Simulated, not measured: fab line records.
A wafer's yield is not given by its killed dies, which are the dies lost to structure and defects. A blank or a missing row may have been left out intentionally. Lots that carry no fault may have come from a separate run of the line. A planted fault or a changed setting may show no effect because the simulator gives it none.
Struck lot and sound lot, side by side	flow n5Finfet	42 out of 1938 route steps
Sound: wafers L545.1, L545.2, L545.4. Struck: wafers L559.3, L559.5, L559.6. The cause is named last.
Each step with rows lists, per side, the tool, then ch with its chambers, then its first start. Under that, the readings that differ: sound wafers	struck wafers	difference of the means	sigmas: that difference in standard deviations of wafers without a fault.
alike: same words and numbers on both sides, and readings whose means sit less than 2 such deviations apart. not compared: any withheld reading, any reading some wafer has no value for, any bound like >300 that may hide the same value, and any number with overlapping values for which the record gives no deviation.
Wherever a step has rows on one side only, a row that says differs or no value, or a row with sigmas, the two part there. Numbers that have no deviation but don't overlap get no sigmas and don't part them. Lack of a reading on every wafer of one side parts them only where that side has two or more wafers.

first, 12 steps without rows for these wafers: N5_BEOL_M2_ETCH_77 (etches underlayer in N2/H2, target depth 6.5 nm, time 5.2 s); N5_BEOL_M2_ETCH_69 (etches SiARC in CF4, target depth 15.6 nm, time 26 s); N5_BEOL_M2_ALD_98 (deposits SiO2, target thk 2.5 nm, pulse time 1 s, co reactant pulse time 1 s); N5_BEOL_M2_ETCHBACK_99 (etches SiO2 in CHF3, target depth 5 nm, time 10.4 s); N5_BEOL_M2_ETCH_70 (etches SOC in N2/H2, target depth 80 nm, overetch 24 nm, time 130 s); N5_BEOL_M2_STRIP_71 (strips in N2/H2); N5_BEOL_M2_STRIP_78 (strips in N2/H2); N5_BEOL_M2_VIA_ETCH_34 (etches the open film in C4F6/O2, target depth 69.4 nm, time 65.9 s); N5_BEOL_M2_STRIP_83 (strips in C4F6/O2); N5_BEOL_M2_STRIP_36 (strips in N2/H2); N5_BEOL_M2_TRENCH_ETCH_37 (etches SiOC in C4F6/O2, target depth 55.555 nm, time 29.2 s); N5_BEOL_M2_ETCH_41 (etches SiCN in CH3F/O2, target depth 29.9 nm, time 52.5 s).
N5_BEOL_M2_STRIP_97: strips in N2/H2, time 10 s.
  sound on rieDiel-04 ch 0,1,3, day 9 02:49; struck on rieDiel-04 ch 0,1,3, day 12 12:26
  no value came back on the struck wafers for any of 8 readings (biasPowerW (W), chamberPressureMTorr (mTorr) and others); on the sound wafers biasPowerW (W) reads 7.037 7.015 7.015
then, 27 steps without rows for these wafers: N5_BEOL_M2_HM_STRIP_39 (strips TiN in peroxide tin strip, target depth 25 nm, time 158 s); N5_BEOL_M2_SRD_40 (time 30 s); N5_BEOL_M2_PRECLEAN_42 (cleans in residue remover, time 60 s); N5_BEOL_M2_SRD_43 (time 30 s); N5_BEOL_M2_DEGAS_44 (time 60 s); N5_BEOL_M2_PRE_CLEAN_45 (time 30 s); N5_BEOL_M2_ALD_84 (deposits TaN, pulse time 2 s, purge time 3 s, co reactant purge time 2 s); N5_BEOL_M2_SURFACE_TREAT_85; N5_BEOL_M2_CVD_47 (deposits Co from CCTBA/H2, target thk 3 nm, time 223.8 s); N5_BEOL_M2_SPUTTER_48 (material Cu, target thk 4.5 nm, time 8.29 s); N5_BEOL_M2_ANNEAL_49 (time 240 s); N5_BEOL_M2_SPUTTER_79 (material Cu, target thk 4.5 nm, time 8.29 s); N5_BEOL_M2_ANNEAL_80 (time 240 s); N5_BEOL_M2_SPUTTER_81 (material Cu, target thk 4.5 nm, time 8.29 s); N5_BEOL_M2_ANNEAL_82 (time 240 s); N5_BEOL_M2_SPUTTER_86 (material Cu, target thk 4.5 nm, time 8.29 s); N5_BEOL_M2_ANNEAL_87 (time 240 s); N5_BEOL_M2_SPUTTER_88 (material Cu, target thk 4.5 nm, time 8.29 s); N5_BEOL_M2_ANNEAL_89 (time 240 s); N5_BEOL_M2_SPUTTER_90 (material Cu, target thk 4.5 nm, time 8.29 s); N5_BEOL_M2_ANNEAL_91 (time 240 s); N5_BEOL_M2_SPUTTER_92 (material Cu, target thk 4.5 nm, time 8.29 s); N5_BEOL_M2_ANNEAL_93 (time 240 s); N5_BEOL_M2_SPUTTER_94 (material Cu, target thk 4.5 nm, time 8.29 s); N5_BEOL_M2_ANNEAL_95 (time 240 s); N5_BEOL_M2_SPUTTER_96 (material Cu, target thk 4.5 nm, time 8.29 s); N5_BEOL_M2_ECD_50 (material Cu, target thk 300 nm).
-- here the record skips 2 days between the struck wafers' starts before and after, leaving off in module BEOL_M2 and picking up in module BEOL_M4 (first step shown: number 1111 of the route) --
N5_BEOL_M4_RC_MEAS_101:
  sound on prober-01 ch 0, day 11 17:25; struck on prober-02 ch 0, day 14 15:12
  alike: DIBL_N, DIBL_P, IOFF_N, IOFF_P, ION_N, ION_P, SS_N, SS_P, VT_N, VT_P
-- here the record skips 5 days between the struck wafers' starts before and after, leaving off in module BEOL_M4 and picking up in module PASSIVATION (first step shown: number 1936 of the route) --
N5_PASSIVATION_PROBE_49:
  sound: prober-01 at day 15 23:07; struck: prober-01 at day 19 04:13
reading	sound	struck	difference	sigmas
defectLimitedYield (%)	91.9 91.5 94.3	85.2 81.9 84.4	-8.7	-6
killed_at_M0_to_M3	38 30 24	106 121 112	+82	+9
killedAtFrontEnd	20 34 27	41 69 52	+27	+2
killedDies	95 100 67	175 213 184	+103	+6
killedOnRim	16 11 8	31 27 27	+17	+4
killedOpen	61 59 47	134 156 132	+85	+7
killedShort	32 39 20	41 56 51	+19	+2
sort_bin_5_function (%)	4.1 4.8 3.2	8.8 9.7 9.0	+5.1	+5
sort_bin_6_memory (%)	3.7 3.1 2.2	5.5 7.9 5.9	+3.4	+5
sortNPass	1085 1080 1113	1005 967 996	-103	-5
sortYieldPct (%)	91.9 91.5 94.3	85.2 81.9 84.4	-8.7	-5
  alike: killed_at_M4_up, killedAtContacts, killedAtOther

== WHERE THEY PART ==
Last at N5_PASSIVATION_PROBE_49 as far as this record goes, first at N5_BEOL_M2_STRIP_97.

WHY: what had been put in by the simulator
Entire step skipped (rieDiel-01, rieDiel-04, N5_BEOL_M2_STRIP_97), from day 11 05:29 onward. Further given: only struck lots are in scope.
